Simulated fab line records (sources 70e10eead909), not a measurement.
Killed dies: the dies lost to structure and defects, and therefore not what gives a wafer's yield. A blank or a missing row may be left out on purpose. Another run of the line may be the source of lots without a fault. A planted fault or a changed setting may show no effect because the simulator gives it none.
The tool behind it: which one? ; flow nand_harc ; 72 wafers from 24 lots sampled at 4 of the route's 1159 steps

== WHAT THE GAUGES READ, wafer by wafer ==
NHARC_P_M2_OVL_MEAS_10: pitch 340 nm.
lot;measured;on;overlay_x_nm (nm);overlay_y_nm (nm)
L074;day 6 00:02;overlay-02;0.4 -0.4 -0.2;-1.3 -1.7 -2.2
L075;day 6 12:25;overlay-02;-0.4 -0.1 -0.1;0.8 1.0 0.4
L076;day 6 18:49;overlay-01;0.3 -0.1 0.5;-0.9 -0.8 -1.2
L077;day 7 00:50;overlay-01;0.7 1.1 0.2;0.4 0.8 0.7
L078;day 7 04:30;overlay-02;0.4 0.5 0.4;-2.0 -2.0 -1.7
L079;day 7 08:59;overlay-02;-0.4 -0.1 0.1;-1.6 -1.8 -1.5
L080;day 7 20:22;overlay-01;0.3 -0.2 -0.2;-0.5 -1.2 -1.0
L082;day 8 04:04;overlay-02;-0.8 -0.1 -0.4;-0.3 -1.0 -0.6
L081;day 8 04:49;overlay-02;-0.1 0.7 0.5;-1.8 -1.5 -1.6
L083;day 8 05:20;overlay-01;1.5 1.1 1.7;0.9 0.7 0.2
L085;day 8 16:41;overlay-01;1.1 0.9 1.2;-0.7 -0.9 0.0
L084;day 8 16:53;overlay-02;0.7 0.7 0.6;0.0 -0.1 -0.4
L087;day 9 06:29;overlay-02;1.8 1.9 2.1;-0.6 -1.0 -1.0
L086;day 9 06:40;overlay-01;-0.3 -0.2 -0.4;-0.6 -0.2 -0.3
L088;day 9 13:13;overlay-01;1.4 1.2 0.8;-0.5 -1.0 -0.5
L090;day 9 19:44;overlay-01;-1.8 -1.7 -1.2;0.2 0.5 0.1
L089;day 10 09:34;overlay-01;-0.8 -0.8 -0.9;-0.1 -0.3 0.0
L092;day 10 10:50;overlay-02;0.1 0.3 0.1;-1.8 -1.2 -2.0
L091;day 10 12:52;overlay-02;0.0 -0.1 -0.1;0.1 0.0 -0.5
L093;day 10 22:06;overlay-02;1.1 0.5 0.5;-0.7 -0.9 -0.4
L094;day 11 00:59;overlay-02;0.4 -0.1 0.3;-0.1 -0.1 0.2
L095;day 11 10:23;overlay-02;0.3 0.1 0.0;-0.2 -0.1 -0.3
L096;day 11 15:59;overlay-01;0.7 1.2 0.2;1.3 0.8 1.1
L097;day 11 16:44;overlay-01;0.9 1.5 0.9;-0.5 -0.9 -0.5

NHARC_P_M2_THK_MEAS_24: measures by xrf.
lot;measured;on;thk_nm (nm)
L074;day 6 02:48;film_metro-02;143.6 145.6 145.0
L075;day 6 14:59;film_metro-01;145.7 142.0 145.2
L076;day 6 21:20;film_metro-01;144.1 145.6 143.9
L077;day 7 03:22;film_metro-01;145.4 143.2 145.5
L078;day 7 07:02;film_metro-02;141.7 141.5 142.9
L079;day 7 11:59;film_metro-02;142.5 144.2 140.4
L080;day 7 23:10;film_metro-01;144.9 145.5 141.3
L082;day 8 06:36;film_metro-01;144.6 144.3 145.8
L081;day 8 07:32;film_metro-02;147.7 144.8 146.1
L083;day 8 08:05;film_metro-02;145.5 143.0 143.9
L085;day 8 19:15;film_metro-02;143.7 142.7 143.8
L084;day 8 19:32;film_metro-01;145.3 143.5 144.4
L087;day 9 09:00;film_metro-02;145.1 146.5 146.1
L086;day 9 09:10;film_metro-02;144.0 143.4 140.8
L088;day 9 15:44;film_metro-02;145.4 145.7 147.8
L090;day 9 22:16;film_metro-01;140.3 144.1 143.1
L089;day 10 12:05;film_metro-01;142.2 143.2 144.9
L092;day 10 13:23;film_metro-02;142.9 144.0 143.0
L091;day 10 15:23;film_metro-01;142.5 141.8 143.2
L093;day 11 00:37;film_metro-01;142.5 143.9 143.4
L094;day 11 03:30;film_metro-01;142.9 141.7 141.6
L095;day 11 12:59;film_metro-01;143.9 141.0 144.3
L096;day 11 18:58;film_metro-02;141.4 142.6 144.9
L097;day 11 19:17;film_metro-02;146.5 142.6 144.2

== WHAT TOOL EACH LOT RAN ON (gives the tool, then ch and the chambers of the sampled wafers, and finally the start) ==
lot;NHARC_P_M1_PRE_CLEAN_32;NHARC_P_M2_ANNEAL_31
L074;pecvd-02 ch 0,1,2, day 5 22:39;rtp_anneal-02 ch 0, day 6 02:11
L075;pecvd-02 ch 0,1,2, day 6 11:09;rtp_anneal-01 ch 0, day 6 14:29
L076;pecvd-02 ch 0,1,2, day 6 17:24;rtp_anneal-02 ch 0, day 6 20:41
L077;pecvd-03 ch 0,2, day 6 23:23;rtp_anneal-01 ch 0, day 7 02:48
L078;pecvd-03 ch 0,1, day 7 02:58;rtp_anneal-02 ch 0, day 7 06:28
L079;pecvd-03 ch 0,1, day 7 07:24;rtp_anneal-01 ch 0, day 7 11:20
L080;pecvd-03 ch 0,1,2, day 7 18:57;rtp_anneal-02 ch 0, day 7 22:29
L082;pecvd-02 ch 0,1,2, day 8 02:40;rtp_anneal-01 ch 0, day 8 06:02
L081;pecvd-02 ch 0,1,2, day 8 03:26;rtp_anneal-01 ch 0, day 8 06:53
L083;pecvd-03 ch 0,1,2, day 8 04:02;rtp_anneal-02 ch 0, day 8 07:28
L085;pecvd-02 ch 0,1,2, day 8 15:17;rtp_anneal-02 ch 0, day 8 18:35
L084;pecvd-03 ch 0,1,2, day 8 15:30;rtp_anneal-01 ch 0, day 8 18:53
L087;pecvd-03 ch 0,1, day 9 04:53;rtp_anneal-02 ch 0, day 9 08:21
L086;pecvd-02 ch 0,2, day 9 05:14;rtp_anneal-01 ch 0, day 9 08:31
L088;pecvd-02 ch 0,1, day 9 11:50;rtp_anneal-02 ch 0, day 9 15:05
L090;pecvd-01 ch 0,1, day 9 18:28;rtp_anneal-02 ch 0, day 9 21:39
L089;pecvd-02 ch 0,2, day 10 08:05;rtp_anneal-01 ch 0, day 10 11:26
L092;pecvd-02 ch 1,2, day 10 09:34;rtp_anneal-01 ch 0, day 10 12:50
L091;pecvd-03 ch 0,1, day 10 11:29;rtp_anneal-01 ch 0, day 10 14:46
L093;pecvd-03 ch 0,1, day 10 20:42;rtp_anneal-01 ch 0, day 11 00:01
L094;pecvd-02 ch 0,1,2, day 10 23:44;rtp_anneal-01 ch 0, day 11 02:53
L095;pecvd-03 ch 0,1, day 11 09:04;rtp_anneal-02 ch 0, day 11 12:20
L096;pecvd-03 ch 0,2, day 11 14:40;rtp_anneal-02 ch 0, day 11 18:25
L097;pecvd-03 ch 0,2, day 11 15:26;rtp_anneal-02 ch 0, day 11 18:38
- NHARC_P_M1_PRE_CLEAN_32: time 12 s.
- NHARC_P_M2_ANNEAL_31: time 90 s.

== WHAT THE TOOLS THEMSELVES READ (means of the sampled wafers that have a number; where no wafer has one, the mark that the record gives instead) ==
NHARC_P_M1_PRE_CLEAN_32.
lot;tool;heater_power_w (W)
L074;pecvd-02;659
L075;pecvd-02;660
L076;pecvd-02;681
L077;pecvd-03;681
L078;pecvd-03;571
L079;pecvd-03;579
L080;pecvd-03;641
L082;pecvd-02;677
L081;pecvd-02;683
L083;pecvd-03;669
L085;pecvd-02;641
L084;pecvd-03;619
L087;pecvd-03;589
L086;pecvd-02;684
L088;pecvd-02;644
L090;pecvd-01;587
L089;pecvd-02;661
L092;pecvd-02;622
L091;pecvd-03;577
L093;pecvd-03;603
L094;pecvd-02;680
L095;pecvd-03;575
L096;pecvd-03;717
L097;pecvd-03;659

NHARC_P_M2_ANNEAL_31.
lot;tool;wafer_temp_C_max
L074;rtp_anneal-02;225.9
L075;rtp_anneal-01;226.2
L076;rtp_anneal-02;225.6
L077;rtp_anneal-01;226.4
L078;rtp_anneal-02;225.6
L079;rtp_anneal-01;226.0
L080;rtp_anneal-02;225.7
L082;rtp_anneal-01;226.5
L081;rtp_anneal-01;226.1
L083;rtp_anneal-02;225.6
L085;rtp_anneal-02;225.5
L084;rtp_anneal-01;225.8
L087;rtp_anneal-02;225.5
L086;rtp_anneal-01;226.1
L088;rtp_anneal-02;225.6
L090;rtp_anneal-02;225.9
L089;rtp_anneal-01;226.1
L092;rtp_anneal-01;226.1
L091;rtp_anneal-01;226.2
L093;rtp_anneal-01;226.3
L094;rtp_anneal-01;226.0
L095;rtp_anneal-02;225.5
L096;rtp_anneal-02;225.6
L097;rtp_anneal-02;225.9

== THE ANSWER, worked out from the rows above alone ==
Rule: usual is defined by the lots themselves. The widest of any qualifying gaps counts: lots, ordered by their means at a reading, are off when they make up no more than a third of the lots, leave a main group of 4 or more, and stand apart from it by 3 or more times the standard deviation of that group's means. A main group whose means are all the same, to the digits that the tables above print for the reading, isn't used. Also off: a lot with no number at a reading for which 4 or more lots have one. Any other lot the step has rows for is counted as sound. First the gauges in route order, then the tools' own readings, where a lot's mean is used as printed above. At the first step where some lot is off, the reading lying furthest off is the one used; lots without a number count as furthest.
Nothing can be told from this: no lot is off at any reading shown.

== WHAT THE SIMULATOR HAD PUT IN ==
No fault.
